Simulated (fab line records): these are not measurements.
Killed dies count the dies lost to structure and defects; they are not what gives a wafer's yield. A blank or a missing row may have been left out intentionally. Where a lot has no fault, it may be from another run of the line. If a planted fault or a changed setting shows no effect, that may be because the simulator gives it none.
8D (eight disciplines) problem report, filled in by code | flow nandHarc | the parts of the form that need people (team, actions taken, sign-off) are left out

== 1. PROBLEM STATEMENT ==
Mean of heaterPowerTotalW at NHARC_P_ZERO_WELL_PEB_09: 194.9 W across 2 wafers in 2 lots; on wafers with no fault it is 189.8 W (standard deviation 0.76). That puts it +6.7 standard deviations away from the usual mean.
The step: peb time 80 s.
First seen on wafer L825.3, day 3 13:10, on lithoTrack-03. The record has a number at this step for 36 wafers belonging to 12 lots. Rule for "out" (also "out of limits"): further than 4 standard deviations from the usual mean. Any other wafer with a number is counted as sound.

== 2. WHAT THIS IS AND IS NOT ==
question                    | is                | is not
which readings at this step | heaterPowerTotalW | -
which lots                  | L825, L828        | L817, L819, L823, L831, L834, L835, L837, L838, L839, L840
which wafers of those lots  | L825.3, L828.3    | L825.2, L825.5, L828.2, L828.6
read on which tools         | lithoTrack-03     | lithoTrack-02, lithoTrack-05
when                        | from day 3 13:10  | up to then (11 sound wafers); but 23 sound wafers of L828, L831, L834, L835, L837, L838, L839, L840 came after

== 3. WHAT RULES OUT EACH SUSPECT ==
Counting: any tool at a process step up to the reading remains a suspect provided it ran every lot that is out. Sound lots after the first of them don't rule it out here, since some wafers of a struck lot are sound.
- lithoTrack-03 at NHARC_P_ZERO_WELL_PEB_09 (peb time 80 s): kept. Every lot that is out went through it, the first being L825 (day 3 13:10); the last sound lot it ran before that was L823 (day 3 01:10). Out on those wafers are its own readings of heaterPowerTotalW.
The count leaves lithoTrack-03 at NHARC_P_ZERO_WELL_PEB_09.

== 4. THE CAUSE (what the simulator had put in) ==
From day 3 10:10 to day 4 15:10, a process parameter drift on lithoTrack-03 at NHARC_P_ZERO_WELL_PEB_09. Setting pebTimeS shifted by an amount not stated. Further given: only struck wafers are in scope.
After counting, this tool was the only one left.

== 5. THE CHAIN OF EFFECTS, in route order ==
Rows list readings where the struck wafers' mean (over those with a number) sits beyond 3 standard deviations from the usual. Scope: only readings with a usual standard deviation given in the record; hours: median across lots of the time from each lot's start at the first step in this table that gives one to its start at this step; sigmas: change in usual standard deviations.
hours | step                     | reading           | usual   | on struck wafers | change | sigmas
0     | NHARC_P_ZERO_WELL_PEB_09 | heaterPowerTotalW | 189.8 W | 194.9            | +5.1   | +6.7
Its process steps:
- NHARC_P_ZERO_WELL_PEB_09: peb time 80 s.

== 6. HOW IT WOULD HAVE BEEN CAUGHT EARLIER ==
First out-of-limits reading in this record: day 3 13:10, which is 3 hours after fault onset at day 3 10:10.
